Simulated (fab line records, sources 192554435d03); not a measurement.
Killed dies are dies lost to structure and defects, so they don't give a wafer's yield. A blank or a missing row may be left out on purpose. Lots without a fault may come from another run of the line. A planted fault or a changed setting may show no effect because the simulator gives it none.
Which tool did it? | flow n5_finfet | 10 lots, 30 wafers sampled, at 6 steps of a route of 1938

WHAT THE GAUGES READ, wafer by wafer
N5_HKMG_FIN_CD_MEAS_49: target cd 202 nm. Usual: cd_nm 202.1 nm, standard deviation 0.61.
lot  | measured    | on        | cd_nm (nm)        | flag
L359 | day 3 22:10 | cd_sem-03 | 202.0 201.8 202.6 |
L360 | day 4 07:51 | cd_sem-01 | 202.6 202.9 202.2 |
L363 | day 4 23:12 | cd_sem-03 | 201.0 202.5 201.9 |
L367 | day 6 02:52 | cd_sem-02 | 201.5 202.5 201.1 |
L368 | day 6 05:46 | cd_sem-03 | 201.6 202.6 203.1 |
L369 | day 6 10:16 | cd_sem-01 | 202.5 202.1 201.5 |
L375 | day 8 01:13 | cd_sem-02 | 202.4 201.7 201.4 |
L378 | day 8 20:19 | cd_sem-03 | 202.0 202.0 201.7 |
L380 | day 9 03:33 | cd_sem-01 | 201.3 201.9 201.2 |
L382 | day 9 20:53 | cd_sem-03 | 201.5 201.8 201.7 |

N5_HKMG_FIN_OVL_MEAS_50. Usual: NDIPOLE_OVL 0.4 nm, standard deviation 0.76.
lot  | measured    | on         | NDIPOLE_OVL (nm) | flag
L359 | day 3 22:11 | overlay-01 | -0.2 0.8 1.1     |
L360 | day 4 07:53 | overlay-01 | 1.1 1.4 -0.7     |
L363 | day 4 23:14 | overlay-01 | -1.3 -0.4 0.5    |
L367 | day 6 02:53 | overlay-02 | -0.2 0.5 -0.5    |
L368 | day 6 05:47 | overlay-02 | 0.3 1.0 -0.9     |
L369 | day 6 10:17 | overlay-01 | -0.5 0.4 0.2     |
L375 | day 8 01:15 | overlay-01 | 0.4 -0.7 -0.6    |
L378 | day 8 20:20 | overlay-02 | 1.1 0.3 0.9      |
L380 | day 9 03:35 | overlay-02 | -0.6 -0.6 -0.1   |
L382 | day 9 20:55 | overlay-01 | -0.3 -0.5 -0.8   |

N5_HKMG_FIN_INSPECT_61: inspects for defects (macro). Usual: raw_defect_count 2.0, standard deviation 1.4.
lot  | measured    | on                | raw_defect_count | flag
L359 | day 3 22:13 | defect_inspect-02 | 3 3 6            |
L360 | day 4 07:54 | defect_inspect-02 | 2 4 0            |
L363 | day 4 23:16 | defect_inspect-01 | 0 5 1            |
L367 | day 6 02:55 | defect_inspect-01 | 4 1 >300         |
L368 | day 6 05:49 | defect_inspect-02 | >300 0 2         |
L369 | day 6 10:19 | defect_inspect-02 | 1 5 2            |
L375 | day 8 01:16 | defect_inspect-02 | 1 2 0            |
L378 | day 8 20:22 | defect_inspect-01 | 2 3 2            |
L380 | day 9 03:36 | defect_inspect-02 | 3 1 1            |
L382 | day 9 20:56 | defect_inspect-01 | 0 1 2            |

N5_BEOL_M4_RC_MEAS_101. Usual: DIBL_N 36.0 mV/V, standard deviation 1.6; DIBL_P 35.8 mV/V, standard deviation 2; IOFF_N 0.152 nA/um, standard deviation 0.03; IOFF_P 0.20 nA/um, standard deviation 0.031; ION_N 670 uA/um, standard deviation 12; ION_P 459 uA/um, standard deviation 7.4; SS_N 71.5 mV/dec, standard deviation 0.56; SS_P 73.2 mV/dec, standard deviation 0.64; VT_N 251 mV, standard deviation 3.5; VT_P -252 mV, standard deviation 3.3.
lot  | measured     | on        | DIBL_N (mV/V)  | DIBL_P (mV/V)  | IOFF_N (nA/um)    | IOFF_P (nA/um) | ION_N (uA/um) | ION_P (uA/um) | SS_N (mV/dec)  | SS_P (mV/dec)  | VT_N (mV)   | VT_P (mV)      | flag
L359 | day 9 08:02  | prober-02 | 36.5 36.4 35.1 | 36.9 36.1 35.6 | 0.170 0.159 0.143 | 0.23 0.22 0.22 | 681 664 675   | 467 457 469   | 72.2 72.2 72.0 | 73.9 73.9 73.2 | 246 251 252 | -247 -246 -246 |
L360 | day 9 11:49  | prober-02 | 36.7 36.7 33.5 | 35.8 35.5 31.3 | 0.154 0.141 0.101 | 0.20 0.19 0.15 | 674 657 650   | 462 454 450   | 72.0 71.0 71.0 | 73.0 73.0 72.1 | 251 254 255 | -253 -254 -256 |
L363 | day 10 03:13 | prober-01 | 37.4 35.9 37.2 | 36.7 35.6 37.0 | 0.151 0.125 0.155 | 0.20 0.18 0.20 | 674 656 680   | 461 455 463   | 71.8 71.3 72.1 | 73.6 73.2 73.6 | 253 255 250 | -252 -250 -253 |
L367 | day 11 05:56 | prober-01 | 34.2 35.1 36.6 | 33.1 34.1 36.1 | 0.111 0.124 0.150 | 0.15 0.15 0.18 | 654 647 663   | 447 441 451   | 71.0 71.6 72.1 | 71.8 72.7 73.1 | 257 255 251 | -257 -255 -256 |
L368 | day 11 07:01 | prober-01 | 33.3 34.2 36.2 | 33.0 35.2 38.0 | 0.110 0.129 0.170 | 0.16 0.19 0.23 | 659 661 678   | 457 457 463   | 71.8 71.1 71.6 | 72.7 73.3 73.7 | 253 252 249 | -254 -252 -247 |
L369 | day 11 12:44 | prober-02 | 35.8 35.1 36.3 | 35.9 35.9 36.2 | 0.134 0.132 0.141 | 0.17 0.18 0.17 | 677 669 662   | 452 467 451   | 71.8 71.2 71.6 | 72.7 72.4 73.2 | 252 252 253 | -258 -256 -258 |
L375 | day 13 13:57 | prober-01 | 37.7 34.9 34.7 | 38.1 35.4 34.2 | 0.196 0.150 0.131 | 0.22 0.18 0.16 | 686 691 664   | 459 471 449   | 71.2 71.1 70.7 | 73.9 72.9 72.5 | 244 247 250 | -251 -252 -255 |
L378 | day 14 05:24 | prober-02 | 35.8 33.6 34.9 | 34.9 31.3 33.4 | 0.155 0.109 0.135 | 0.19 0.14 0.17 | 680 653 674   | 462 449 463   | 71.8 71.5 71.9 | 72.8 73.0 72.8 | 249 257 250 | -252 -256 -253 |
L380 | day 14 03:56 | prober-02 | 35.4 35.7 38.8 | 35.1 37.0 40.0 | 0.126 0.139 0.190 | 0.16 0.18 0.23 | 651 671 671   | 441 461 449   | 71.2 71.3 72.2 | 72.9 73.1 74.8 | 253 253 247 | -254 -252 -251 |
L382 | day 15 11:20 | prober-02 | 34.3 31.8 33.2 | 34.4 30.1 32.1 | 0.129 0.087 0.113 | 0.17 0.11 0.14 | 655 632 658   | 454 435 449   | 70.4 71.7 71.2 | 72.7 71.6 72.2 | 250 259 255 | -253 -261 -258 |

WHICH TOOL RAN EACH LOT (tool, then ch and the chambers of the sampled wafers, then the start)
lot  | N5_DUMMY_REMOVAL_STRIP_10         | N5_HKMG_FIN_ALD_75
L359 | rie_diel-04 ch 0,2,3, day 3 20:41 | ald_hk-02 ch 1,2,3, day 3 21:42
L360 | rie_diel-04 ch 0,1, day 4 06:23   | ald_hk-02 ch 0,1,3, day 4 07:23
L363 | rie_diel-01 ch 0,2,3, day 4 21:52 | ald_hk-01 ch 0,2,3, day 4 22:52
L367 | rie_diel-01 ch 1,2, day 6 01:16   | ald_hk-02 ch 1,2,3, day 6 02:24
L368 | rie_diel-01 ch 0,1,2, day 6 04:25 | ald_hk-02 ch 0,2,3, day 6 05:25
L369 | rie_diel-01 ch 0,2,3, day 6 08:55 | ald_hk-03 ch 0,1,3, day 6 09:55
L375 | rie_diel-03 ch 2,3, day 7 23:45   | ald_hk-01 ch 1,2, day 8 00:45
L378 | rie_diel-04 ch 0,1,3, day 8 18:55 | ald_hk-01 ch 0,2, day 8 19:58
L380 | rie_diel-03 ch 1,2,3, day 9 02:04 | ald_hk-01 ch 2,3, day 9 03:05
L382 | rie_diel-01 ch 0,3, day 9 19:24   | ald_hk-03 ch 0,2, day 9 20:25
- N5_DUMMY_REMOVAL_STRIP_10: strips in N2/H2, time 40 s.
- N5_HKMG_FIN_ALD_75: deposits Al2O3, target thk 1 nm, co reactant pulse time 1 s.

WHAT THE TOOLS THEMSELVES READ (means of the sampled wafers that have a number; where no wafer has one, the mark that the record gives instead)
N5_DUMMY_REMOVAL_STRIP_10. Usual: drypump_motor_current_A 5.9 A, standard deviation 0.42; oes_product_au 0.75 a.u., standard deviation 0.055; rf_vpp_V 45.2 V, standard deviation 0.91; showerhead_plenum_p_Torr 3.40 Torr, standard deviation 0.1; throttle_valve_pct 12.32 %, standard deviation 0.22.
lot  | tool        | drypump_motor_current_A (A) | oes_product_au (a.u.) | rf_vpp_V (V) | showerhead_plenum_p_Torr (Torr) | throttle_valve_pct (%) | flag
L359 | rie_diel-04 | 5.7                         | 0.74                  | 44.4         | 3.41                            | 12.32                  |
L360 | rie_diel-04 | 6.0                         | 0.75                  | 45.5         | 3.43                            | 12.27                  |
L363 | rie_diel-01 | 6.0                         | 0.75                  | 45.0         | 3.46                            | 12.22                  |
L367 | rie_diel-01 | 5.9                         | 0.76                  | 45.2         | 3.43                            | 12.37                  |
L368 | rie_diel-01 | 6.1                         | 0.73                  | 45.2         | 3.37                            | 12.35                  |
L369 | rie_diel-01 | 6.0                         | 0.73                  | 46.2         | 3.46                            | 12.23                  |
L375 | rie_diel-03 | 5.3                         | 0.80                  | 44.9         | 3.44                            | 12.30                  |
L378 | rie_diel-04 | 6.0                         | 0.74                  | 44.8         | 3.38                            | 12.42                  |
L380 | rie_diel-03 | 5.7                         | 0.78                  | 45.6         | 3.43                            | 12.30                  |
L382 | rie_diel-01 | 6.2                         | 0.81                  | 45.5         | 3.46                            | 11.99                  |

N5_HKMG_FIN_ALD_75. Usual: heater_power_w 151 W, standard deviation 15; precursor_pulse_height_rel 0.999, standard deviation 0.02.
lot  | tool      | heater_power_w (W) | precursor_pulse_height_rel | flag
L359 | ald_hk-02 | 155                | 1.031                      |
L360 | ald_hk-02 | 158                | 0.995                      |
L363 | ald_hk-01 | 157                | 1.003                      |
L367 | ald_hk-02 | 152                | 0.984                      |
L368 | ald_hk-02 | 155                | 0.989                      |
L369 | ald_hk-03 | 148                | 0.984                      |
L375 | ald_hk-01 | 131                | 0.999                      |
L378 | ald_hk-01 | 156                | 0.990                      |
L380 | ald_hk-01 | 153                | 1.006                      |
L382 | ald_hk-03 | 137                | 0.998                      |

THE ANSWER, worked out from the rows above alone
Rule: a lot is off if the mean of its wafers that have a number lies more than 3 standard deviations from the usual mean. A lot without any number at a reading at which 4 lots or more have one is off too. The other lots that the step has rows for count as sound. The gauges are gone through in route order, then the tools' own readings, and for those a lot's mean is taken as printed above. The first step at which some lot is off is used, and at that step the reading that is off furthest; a lot without a number counts as furthest.
No lot is off at any reading shown: from this, nothing can be told.

WHAT THE SIMULATOR HAD PUT IN
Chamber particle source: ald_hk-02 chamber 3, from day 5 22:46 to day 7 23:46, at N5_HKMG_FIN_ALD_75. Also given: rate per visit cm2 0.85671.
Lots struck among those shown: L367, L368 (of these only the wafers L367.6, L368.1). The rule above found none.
